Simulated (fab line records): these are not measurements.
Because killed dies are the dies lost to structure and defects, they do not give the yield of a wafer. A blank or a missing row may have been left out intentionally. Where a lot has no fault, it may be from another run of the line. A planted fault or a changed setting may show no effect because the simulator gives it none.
fab line records | flow n5-finfet
record: lots: 4 | wafers: 12 | last-day: 19
route steps=1938 shown BEOL_M10@1521 BEOL_M11@1536 PASSIVATION@1936
lots that met no fault: from a run of the same line without faults
start-h: hours from the record's first day to the start of the lot's first wafer shown | wait-h: how many hours have passed since the lot's step before this one | " repeats the value in the row above | L1.1+2: a row that stands for several wafers | - no value, or no start was given | * or withheld: withheld | < > ~ a bound
route shown NAME@n: names a module that has steps shown in the file, with the first one's number in the route | usual: the fault-free wafers' mean and standard deviation | same: alike in all rows | chamber/n: place in a boat | sites: readings site by site | _std_site: the standard deviation of these | _edge_site: inner sites' mean taken away from outer sites' mean | radius-mm: for every site, how far away it sits from the centre of the wafer | mask NAME#n: copy n | behind: tool/chamber where the wafer was last shaped | hold: reason for holding the lot/hours on hold/outcome of the hold | device: which transistor (n, p or np) failed to switch | end of line: at the end of the route, the tests of the same wafers | a step without rows: its recipe alone | killed: dies lost to structure and defects at the first sort, not the wafer's yield | map: per-die view of a wafer (x killed, . not killed, _ where there is no die)
set.NAME: the run value of the setting; set.NAME@STEP: its run value at that earlier step | model.NAME: the simulator's own value behind a step, which no gauge read
lots seen at some steps along the route; tables by step, rows by wafer
services: the hour from which a tool's chamber was out of use, counted from the record's first day as start-h (under 0 if before that day), plus the number of hours and why
== steps ==
step: N5_BEOL_M10_CURE_72
recipe: temp-c: 370 | time-s: 120 | ambient: DMADMS/He | material: SiCOH_lowk
step: N5_BEOL_M10_DEGAS_44
recipe: ambient: vacuum | temp-c: 250 | time-s: 60
step: N5_BEOL_M10_PRE_CLEAN_45
recipe: gas: H2/He | time-s: 30 | temp-c: 250
step: N5_BEOL_M10_ALD_74
recipe: material: TaN | target-thk-a: 20 | temp-c: 275 | ald-precursor-family: PDMAT | ald-co-reactant: NH3 | pressure-torr: 3 | carrier-flow-sccm: 1500 | pulse-time-s: 2 | purge-time-s: 3 | co-reactant-purge-time-s: 2 | co-reactant-pulse-time-s: 3 | ald-cycles: 40 | precursor-vessel-temp-c: 75 | precursor-vessel-pressure-torr: 26.25 | precursor-vessel-carrier-sccm: 1000
step: N5_BEOL_M10_SURFACE_TREAT_76
recipe: gas: Ar | time-s: * | ion-energy-ev: * | ion-current-ma-cm2: 0.5 | pressure-mtorr: * | ar-flow-sccm: 30
step: N5_BEOL_M10_CVD_75
recipe: material: Co | target-thk-a: 20 | temp-c: withheld | precursor: CCTBA/H2 | pressure-torr: 30 | time-s: 138.9
step: N5_BEOL_M10_SPUTTER_48
recipe: material: Cu | target-thk-a: 120 | temp-c: -20 | bias-v: 60 | power-w: 26000 | chamber-pressure-pa: 0.13 | time-s: 2
step: N5_BEOL_M10_ECD_50
recipe: material: Cu | target-thk-a: 3180
step: N5_BEOL_M10_ANNEAL_51
recipe: temp-c: 225 | time-s: 90 | ambient: N2
step: N5_BEOL_M10_CMP_52
recipe: stop-on: SiCOH_lowk | t-overpolish-s: 7 | down-force-psi: 1 | platen-rpm: 50 | clearing-platen-down-force-psi: 1.5 | clearing-platen-rpm: 50 | post-cmp-clean: cu-alkaline | target-thk-nm: 140 | clearing-platen-pad-velocity-m-s: 0.99484 | pad-velocity-m-s: 0.99484
step: N5_BEOL_M10_PRE_CLEAN_55
recipe: gas: NH3 | time-s: 15 | temp-c: withheld | rf-power-w: 300
lot.wafer  | tool     | chamber | start-h | wait-h
L146.1+2+5 | pecvd-03 | 1,2,0   | 299.04  | 0.0
L150.2+5+6 | pecvd-03 | 0,2,1   | 321.64  | 0.0
L157.1+3+5 | pecvd-01 | 0,2,1   | 404.74  | 0.0
L161.2+3+6 | pecvd-03 | 0,1,2   | 406.87  | 0.0
step: N5_BEOL_M10_DEP_56
recipe: material: SiCN | target-thk-a: 150 | temp-c: withheld | precursor: 3MS/NH3 | pressure-torr: 3 | rf-w: 202 | time-s: 26.5
step: N5_BEOL_M10_INSPECT_58
recipe: inspect-instrument: darkfield | mode: post-dep
usual: raw-defect-count: 72/23
lot.wafer | tool              | chamber | start-h | wait-h | raw-defect-count
L146.1    | defect-inspect-01 | -       | 299.16  | 0.0    | 119
L146.2    | "                 | -       | "       | "      | 777
L146.5    | "                 | -       | "       | "      | 56
L150.2    | defect-inspect-02 | -       | 321.77  | 0.0    | 39
L150.5    | "                 | -       | "       | "      | 839
L150.6    | "                 | -       | "       | "      | 113
L157.1    | defect-inspect-02 | -       | 404.87  | 0.0    | 94
L157.3    | "                 | -       | "       | "      | 100
L157.5    | "                 | -       | "       | "      | 170
L161.2    | defect-inspect-01 | -       | 407.00  | 0.0    | 49
L161.3    | "                 | -       | "       | "      | 56
L161.6    | "                 | -       | "       | "      | 81
step: N5_BEOL_M11_ILD_DEP_00
recipe: material: SiCOH_lowk | target-thk-a: 3085.1 | temp-c: 300 | precursor: DEMS/porogen | pressure-torr: 5 | rf-w: 500 | time-s: 58
step: N5_BEOL_M11_CURE_71
recipe: temp-c: 385 | time-s: 240 | ambient: He/Ar | material: SiCOH_lowk
step: N5_BEOL_M11_PECVD_70
recipe: material: SiO2 | target-thk-a: 200 | temp-c: 400 | precursor: TEOS/O2 | pressure-torr: 5.5 | rf-w: 450 | teos-flow-sccm: 53.8 | gas: O2 | flow-sccm: 3000 | time-s: 22.7
step: N5_BEOL_M11_HM_DEP_02
recipe: material: TiN | target-thk-a: 200 | temp-c: 25 | chamber-pressure-pa: 0.49996
step: N5_BEOL_M11_COAT_59
recipe: resist: SOC | temp-c: 250 | time-s: 60 | spin-rpm: 1500 | resist-thk-nm: 100
step: N5_BEOL_M11_COAT_60
recipe: resist: SiARC | temp-c: 220 | time-s: 60 | spin-rpm: 1500 | resist-thk-nm: 30
step: N5_BEOL_M11_COAT_05
recipe: resist: CAR-ArF | spin-rpm: 1500 | resist-thk-nm: 90
step: N5_BEOL_M11_EBR_07
recipe: solvent: PGMEA | ebr-width-mm: 1.5
step: N5_BEOL_M11_SOFTBAKE_06
recipe: temp-c: 110 | time-s: 60 | resist: CAR-ArF
step: N5_BEOL_M11_EXPOSE_08
recipe: mask-id: M11 | na: 1.35 | source-shape: dipole | sigma-inner: 0.411 | sigma-outer: 0.611 | polarization: te | dose-mj: 53.75
step: N5_BEOL_M11_PEB_09
recipe: peb-temp-c: withheld | peb-time-s: 60 | resist: CAR-ArF
step: N5_BEOL_M11_DEVELOP_10
recipe: develop-time-s: 30 | developer: TMAH | resist: CAR-ArF | rinse-liquid: diw | dry: air-spin | dev-temp-c: 23
step: N5_BEOL_M11_INSPECT_13
recipe: mode: adi | inspect-instrument: brightfield
usual: raw-defect-count: 415/98
lot.wafer | tool              | chamber | start-h | wait-h | raw-defect-count
L146.1    | defect-inspect-01 | -       | 301.63  | 0.0    | 472
L146.2    | "                 | -       | "       | "      | 998
L146.5    | "                 | -       | "       | "      | 340
L150.2    | defect-inspect-02 | -       | 323.65  | 0.0    | 333
L150.5    | "                 | -       | "       | "      | 1156
L150.6    | "                 | -       | "       | "      | 404
L157.1    | defect-inspect-02 | -       | 406.29  | 0.0    | 501
L157.3    | "                 | -       | "       | "      | 448
L157.5    | "                 | -       | "       | "      | 675
L161.2    | defect-inspect-02 | -       | 411.07  | 0.0    | 216
L161.3    | "                 | -       | "       | "      | 404
L161.6    | "                 | -       | "       | "      | 312
step: N5_BEOL_M11_DESCUM_16
recipe: chemistry: O2 | time-s: 7.9 | source-power-w: 50 | bias-power-w: 20 | pressure-mtorr: 20 | rf-frequency-hz: 2.712e+07 | temp-c: 40 | resist: CAR-ArF | o2-flow-sccm: 225
step: N5_PASSIVATION_PROBE_49
usual: defect-limited-yield: 90.9/1.3 | killed_at_M0_to_M3: 36/11 | killed_at_M4_up: 13/5.1 | killed-at-contacts: 14/4.9 | killed-at-front-end: 41/10 | killed-at-other: 3.4/2.6 | killed-dies: 107/16 | killed-on-rim: 14/4 | killed-open: 70/11 | killed-short: 36/7.8 | sort_bin_5_function: 5.4/0.84 | sort_bin_6_memory: 3.4/0.67 | sort-n-pass: 1073/16 | sort-yield-pct: 90.9/1.3
same: gross-dies: 1180 | killed-at-back-side: 0 | sort_bin_4_leakage[%]: 0 | sort_bin_8_speed[%]: 0
lot.wafer | tool      | chamber | start-h | wait-h | defect-limited-yield[%] | killed_at_M0_to_M3 | killed_at_M4_up | killed-at-contacts | killed-at-front-end | killed-at-other | killed-dies | killed-on-rim | killed-open | killed-short | sort_bin_5_function[%] | sort_bin_6_memory[%] | sort-n-pass | sort-yield-pct[%]
L146.2    | prober-02 | -       | 347.53  | 0.1    | 84.1                    | 23                 | 97              | 10                 | 58                  | 0               | 188         | 29            | 70          | 37           | 9.4                    | 3.9                  | 992         | 84.1
L150.2    | prober-02 | -       | 369.17  | 0.1    | 90.9                    | 24                 | 4               | 12                 | 67                  | 0               | 107         | 15            | 67          | 40           | 5.9                    | 2.9                  | 1073        | 90.9
L150.5    | prober-02 | -       | 369.32  | 0.2    | 82.8                    | 37                 | 97              | 19                 | 43                  | 7               | 203         | 33            | 84          | 33           | 10.0                   | 4.9                  | 977         | 82.8
L150.6    | prober-02 | -       | 369.37  | 0.3    | 91.5                    | 22                 | 8               | 20                 | 48                  | 2               | 100         | 13            | 62          | 38           | 5.6                    | 2.8                  | 1080        | 91.5
L161.2    | prober-02 | -       | 465.15  | 0.2    | 91.2                    | 49                 | 6               | 15                 | 32                  | 2               | 104         | 18            | 66          | 37           | 5.3                    | 3.4                  | 1076        | 91.2
L161.3    | prober-02 | -       | 465.20  | 0.3    | 90.2                    | 49                 | 11              | 25                 | 31                  | 0               | 116         | 19            | 78          | 38           | 6.1                    | 3.1                  | 1064        | 90.2
L161.6    | prober-02 | -       | 465.35  | 0.4    | 89.7                    | 60                 | 18              | 20                 | 21                  | 2               | 121         | 14            | 80          | 38           | 6.4                    | 3.8                  | 1059        | 89.7
killed by level:class
L146.2 BEOL_M10:unspecified=81 STI_FIN_REVEAL:geometric-particle:open=15 FIN_SAQP:geometric-particle:open=11 MOL_CONTACT_COAG:geometric-particle:open=9 BEOL_M2:geometric-particle:open=8 BEOL_M0_SAQP:geometric-particle:short=7 BEOL_M4:geometric-particle:short=7 FIN_SAQP:geometric-particle:short=5
L150.2 FIN_SAQP:geometric-particle:open=21 FIN_SAQP:geometric-particle:short=21 MOL_CONTACT_COAG:geometric-particle:open=11 GATE_CUT:geometric-particle:short=5 GATE_CUT:geometric-particle:open=5 BEOL_M2:geometric-particle:open=5 STI_FIN_REVEAL:geometric-particle:open=4 BEOL_M0_SAQP:geometric-particle:open=4
L150.5 BEOL_M10:unspecified=83 FIN_SAQP:geometric-particle:open=18 MOL_CONTACT_COAG:geometric-particle:open=16 BEOL_M0_SAQP:geometric-particle:short=11 FIN_SAQP:geometric-particle:short=8 BEOL_M0_SAQP:geometric-particle:open=8 BEOL_M1:geometric-particle:open=7 BEOL_M4:geometric-particle:open=6
L150.6 MOL_CONTACT_COAG:geometric-particle:open=18 FIN_SAQP:geometric-particle:short=16 FIN_SAQP:geometric-particle:open=14 BEOL_M3:geometric-particle:open=5 STI_FIN_REVEAL:geometric-particle:open=5 BEOL_M2:geometric-particle:open=4 BEOL_M0_SAQP:geometric-particle:open=3 BEOL_M4:geometric-particle:open=3
L161.2 MOL_CONTACT_COAG:geometric-particle:open=13 BEOL_M3:geometric-particle:open=13 GATE_CUT:geometric-particle:short=8 BEOL_M1:geometric-particle:open=7 STI_FIN_REVEAL:geometric-particle:open=7 BEOL_M0_SAQP:geometric-particle:short=7 BEOL_M3:geometric-particle:short=7 BEOL_M0_SAQP:geometric-particle:open=6
L161.3 BEOL_M3:geometric-particle:open=25 MOL_CONTACT_COAG:geometric-particle:open=21 BEOL_M0_SAQP:geometric-particle:short=11 GATE_CUT:geometric-particle:short=9 STI_FIN_REVEAL:geometric-particle:open=4 DUMMY_GATE:geometric-particle:open=4 MOL_CONTACT_COAG:geometric-particle:short=4 BEOL_M0_SAQP:geometric-particle:open=4
L161.6 BEOL_M3:geometric-particle:open=16 MOL_CONTACT_COAG:geometric-particle:open=13 BEOL_M0_SAQP:geometric-particle:short=12 BEOL_M1:geometric-particle:open=7 BEOL_M2:geometric-particle:open=7 MOL_CONTACT_COAG:geometric-particle:short=6 BEOL_M0_SAQP:geometric-particle:open=6 BEOL_M4:geometric-particle:open=6
map L146.2 (x killed, . not)
_________________............________________
______________...x.x.x...x...xx._____________
___________.x..........x..........x__________
__________..x...x...xxx..x......xx.._________
________.x.......x...................._______
_______..........x.......x.........x...______
______.............................x...._____
_____..x.........x..........x.....x...x.x____
____...............x....x.........x....x..___
___...........x.................x..x...xxxx__
___..........................x.......xxxxxx__
__......................x........xx.xxxxxxxx_
__x...x....x................x.....x.xxxxxxxx_
_.........x.....x..x.x......x.....x..xxxxxxxx
_................x.xx...........x..xxxxxxxxxx
_...............x.......x............xxxxxxxx
_.........x......x...x.........x.....xxxxxxxx
_.....................x...x.x...x.....xxxxxxx
_x..................................x...xxxxx
_..........x...................x.....xxx...xx
_.....x..x.................x............x...x
__......x..............x...................._
__.............x.x......x.x................x_
___..................x.......x...x.........__
___.......................x......x..x......__
____..x............x......................___
_____....x.............x.x....x.........x____
______.............x......x..x.....x...._____
_______......x.................x.......______
________.....x......x..x.......x..x..._______
__________.................x........_________
___________......x..............x..__________
______________...x...x.........._____________
_________________........x...________________
map L150.5 (x killed, . not)
_________________..x.........________________
______________........x..x.x...._____________
___________.xx.x...................__________
__________.............x.........x.._________
________..........................x..._______
_______..x...x....x.......x........x...______
______........x..x...x.................x_____
_____............x.....................x.____
____x....x............x.........x...x..xx.___
___..........x......x...........x......xxxx__
___.......xx.x....x.......x..x.........xxxx__
__.....................x..x......x..x.xxxxxx_
__..x............x........x..........xxxxxxx_
_x..............x..x....x.x...x...x.xxxxxxxxx
_.....xx...x.............x.....x..xxxxxxxxxxx
_........x....x.........x..........xxxxxxxxxx
_....................xx.............xxxxxxxxx
_x............................xx..x...xxxxxxx
_.....x.....x...xx.....x............x.xxxxxxx
_x...............................x......x.x.x
_xxx...x......x.......................xx.xx.x
__.................................xx.....x._
__............x.........................x..._
___...x...x.....xx........x......x.......x.__
___.............x...x......................__
____...xx...........................x...x.___
_____..........x.xx..x..........x..x.x...____
______x....x.x..........x........x....x._____
_______.........x....x....x............______
________.............................._______
__________............x....x.....x.._________
___________...x.....x..x...x.......__________
______________..x..............._____________
_________________x...........________________
== services ==
tool     | chamber | start-h | hours | kind
pecvd-01 | 1       | 276.93  | 5.8   | repair
pecvd-03 | 0       | 276.97  | 8.1   | repair
pecvd-01 | 1       | 338.02  | 2.1   | scheduled-down
pecvd-03 | 2       | 339.65  | 5.5   | scheduled-down
pecvd-03 | 1       | 356.28  | 16.5  | scheduled-down
pecvd-01 | 2       | 373.13  | 10.6  | repair
== key ==
first-sign: step: N5_BEOL_M10_INSPECT_58 | reading: raw-defect-count | direction: up | sigmas: 31 | usual: 72 | struck: 808
effect: step: N5_BEOL_M11_INSPECT_13 | reading: raw-defect-count | direction: up | sigmas: 6.8 | usual: 415 | struck: 1077
effect: step: N5_PASSIVATION_PROBE_49 | reading: killed_at_M4_up | direction: up | sigmas: 16 | usual: 13 | struck: 97
more-kills-born-at: N5_BEOL_M10_PRE_CLEAN_55@pecvd-03: 164
met-at N5_BEOL_M10_PRE_CLEAN_55
struck-wafers L146.2,L150.5
fault: kind: chamber-particle-source | tool: pecvd-03 | chamber: 2 | onset-h: 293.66 | steps: N5_BEOL_M10_PRE_CLEAN_55 | rate-per-visit-cm2: 1.1342 | end-h: 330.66
